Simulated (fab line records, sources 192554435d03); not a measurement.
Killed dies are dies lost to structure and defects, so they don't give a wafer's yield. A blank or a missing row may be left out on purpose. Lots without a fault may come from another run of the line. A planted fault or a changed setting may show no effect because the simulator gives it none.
A struck lot beside a sound one | flow n5_finfet | 39 steps out of a route of 1938
Sound: wafers L287.3, L287.4, L287.6. Struck: wafers L285.2, L285.3, L285.4. The cause comes at the end.
At each step with rows: each side's tool, then ch and its chambers, then its first start. Under that, the readings that differ: sound wafers | struck wafers | difference of the means | sigmas: that difference in standard deviations of wafers without a fault.
alike: readings whose means differ by less than 2 such deviations, and words and numbers that are the same on both sides. not compared: withheld readings, readings that some wafer has no value for, bounds like >300 that may hide the same value, and numbers for which the record gives no deviation and whose values overlap.
The two part at a step that has a row with sigmas, a row that says differs or no value, or rows on one side only. Numbers that don't overlap but have no deviation are shown without sigmas and don't part them. A reading that every wafer of one side lacks parts them only if that side has two wafers or more.

first, 11 steps without rows for these wafers: N5_BEOL_M4_STRIP_65 (strips in N2/H2); N5_BEOL_M4_STRIP_75 (strips in N2/H2); N5_BEOL_M4_STRIP_66 (strips in CF4); N5_BEOL_M4_HM_OPEN_17 (chemistry Cl2/BCl3, target TiN, target depth 20 nm, overetch 6 nm); N5_BEOL_M4_STRIP_19 (strips in O2); N5_BEOL_M4_COAT_67 (time 60 s, resist thk 60 nm); N5_BEOL_M4_COAT_68 (time 60 s, resist thk 12 nm); N5_BEOL_M4_COAT_76 (time 60 s, resist thk 5 nm); N5_BEOL_M4_COAT_22 (resist thk 30 nm); N5_BEOL_M4_EBR_24; N5_BEOL_M4_SOFTBAKE_23 (time 60 s).
N5_BEOL_M4_EXPOSE_25: exposes mask V3, defocus 5 nm.
  sound on euv_scanner-02 ch 0, day 12 00:56; struck on euv_scanner-01 ch 0, day 11 12:08
  reading                         | sound       | struck         | difference | sigmas
  model.BEOL_M4.overlay_x_nm (nm) | 0.6 0.6 0.6 | 10.8 10.8 10.8 | +10.2      |
  alike: mask
then, 2 steps without rows for these wafers: N5_BEOL_M4_PEB_26 (peb time 60 s); N5_BEOL_M4_DEVELOP_27 (develop time 30 s).
N5_BEOL_M4_OVL_MEAS_29:
  sound on overlay-02 ch 0, day 12 01:07; struck on overlay-01 ch 0, day 11 12:18
  reading     | sound       | struck         | difference | sigmas
  V3_OVL (nm) | 0.7 0.1 1.0 | 11.6 11.3 11.6 | +10.9      | +16
then, 22 steps without rows for these wafers: N5_BEOL_M4_DESCUM_33 (chemistry O2, time 7 s); N5_BEOL_M4_ETCH_77 (etches underlayer in N2/H2, target depth 6.5 nm, time 5.2 s); N5_BEOL_M4_ETCH_69 (etches SiARC in CF4, target depth 15.6 nm, time 26 s); N5_BEOL_M4_ALD_98 (deposits SiO2, target thk 2.5 nm, pulse time 1 s, co reactant pulse time 1 s); N5_BEOL_M4_ETCHBACK_99 (etches SiO2 in CHF3, target depth 5 nm, time 10.4 s); N5_BEOL_M4_ETCH_70 (etches SOC in N2/H2, target depth 80 nm, overetch 24 nm, time 130 s); N5_BEOL_M4_STRIP_71 (strips in N2/H2); N5_BEOL_M4_STRIP_78 (strips in N2/H2); N5_BEOL_M4_VIA_ETCH_34 (etches the open film in C4F6/O2, target depth 69.4 nm, time 65.9 s); N5_BEOL_M4_STRIP_83 (strips in C4F6/O2); N5_BEOL_M4_STRIP_36 (strips in N2/H2); N5_BEOL_M4_TRENCH_ETCH_37 (etches SiOC in C4F6/O2, target depth 55.555 nm, time 29.2 s); N5_BEOL_M4_ETCH_41 (etches SiCN in CH3F/O2, target depth 29.9 nm, time 52.5 s); N5_BEOL_M4_STRIP_97 (strips in N2/H2, time 10 s); N5_BEOL_M4_HM_STRIP_39 (strips TiN in peroxide tin strip, target depth 25 nm, time 158 s); N5_BEOL_M4_SRD_40 (time 30 s); N5_BEOL_M4_PRECLEAN_42 (cleans in residue remover, time 60 s); N5_BEOL_M4_SRD_43 (time 30 s); N5_BEOL_M4_DEGAS_44 (time 60 s); N5_BEOL_M4_PRE_CLEAN_45 (time 30 s); N5_BEOL_M4_ALD_84 (deposits TaN, pulse time 2 s, purge time 3 s, co reactant purge time 2 s); N5_BEOL_M4_SURFACE_TREAT_85.
N5_BEOL_M4_RC_MEAS_101:
  sound on prober-02 ch 0, day 12 14:24; struck on prober-02 ch 0, day 12 11:02
  reading       | sound                | struck               | difference | sigmas
  ION_P (uA/um) | 450 452 457          | 472 466 469          | +16        | +2
  VT_P (mV)     | -256.7 -252.9 -252.9 | -245.7 -245.3 -245.2 | +8.8       | +3
  alike: DIBL_N, DIBL_P, IOFF_N, IOFF_P, ION_N, SS_N, SS_P, VT_N
-- the record jumps here: 5 days lie between the struck wafers' starts before and after (it left off in module BEOL_M4 and takes up again in module PASSIVATION, whose first step shown is number 1936 of the route) --
N5_PASSIVATION_PROBE_49:
  the record has rows for the struck wafers here (prober-02, day 17 06:49) and none for the sound ones

WHERE THEY PART
First at N5_BEOL_M4_OVL_MEAS_29; last, within this record, at N5_PASSIVATION_PROBE_49.

WHY: what the simulator had put in
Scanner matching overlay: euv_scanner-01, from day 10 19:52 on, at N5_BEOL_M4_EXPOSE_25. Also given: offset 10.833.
